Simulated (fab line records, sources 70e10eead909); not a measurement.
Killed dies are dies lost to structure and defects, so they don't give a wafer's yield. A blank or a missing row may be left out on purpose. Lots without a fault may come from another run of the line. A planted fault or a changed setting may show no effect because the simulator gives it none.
Chamber matching | flow nand_harc | NHARC_A_CONTACT_DEP_29 on pecvd-04: 3 sister chambers
The step deposits SiON, target thk 100 nm. 6 wafers are shown with their chamber, then 8 later ones without.

WAFERS WITH THEIR CHAMBER
wafer  | chamber | heater_power_w (W)
L081.1 | 0       | 836
L081.3 | 2       | 699
L083.3 | 1       | 570
L083.5 | 2       | 700
L083.6 | 0       | 810
L084.2 | 1       | 564

WAFERS WITHOUT THEIR CHAMBER
wafer  | heater_power_w (W)
L084.3 | 706
L084.6 | 768
L090.3 | 556
L090.5 | 691
L090.6 | 723
L097.2 | 804
L097.3 | 657
L097.6 | 670

WHICH CHAMBER EACH WENT THROUGH
wafer  | from the rows above     | in truth
L084.3 | 2                       | 2
L084.6 | can't be placed: 0 or 2 | 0
L090.3 | 1                       | 1
L090.5 | 2                       | 2
L090.6 | 2                       | 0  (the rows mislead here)
L097.2 | 0                       | 0
L097.3 | 2                       | 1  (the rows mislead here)
L097.6 | 2                       | 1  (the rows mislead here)
Placed correctly: 4 of 8. Can't be placed from these rows: 1 (the true chamber is among the candidates in 1). Placed wrongly: 3.
How it was worked out, from the rows above alone: a wafer's distance from a chamber is the root of the sum, over the readings, of the square of ((its reading less the chamber's mean) divided by the reading's scatter). The wafer belongs to the nearest chamber; if the next one is less than 2 further off, it can't be placed. A chamber's mean is the mean of its shown wafers. The scatter: the root of (the sum of the squares of (reading less its chamber's mean) over the shown wafers, divided by (wafers less chambers)).
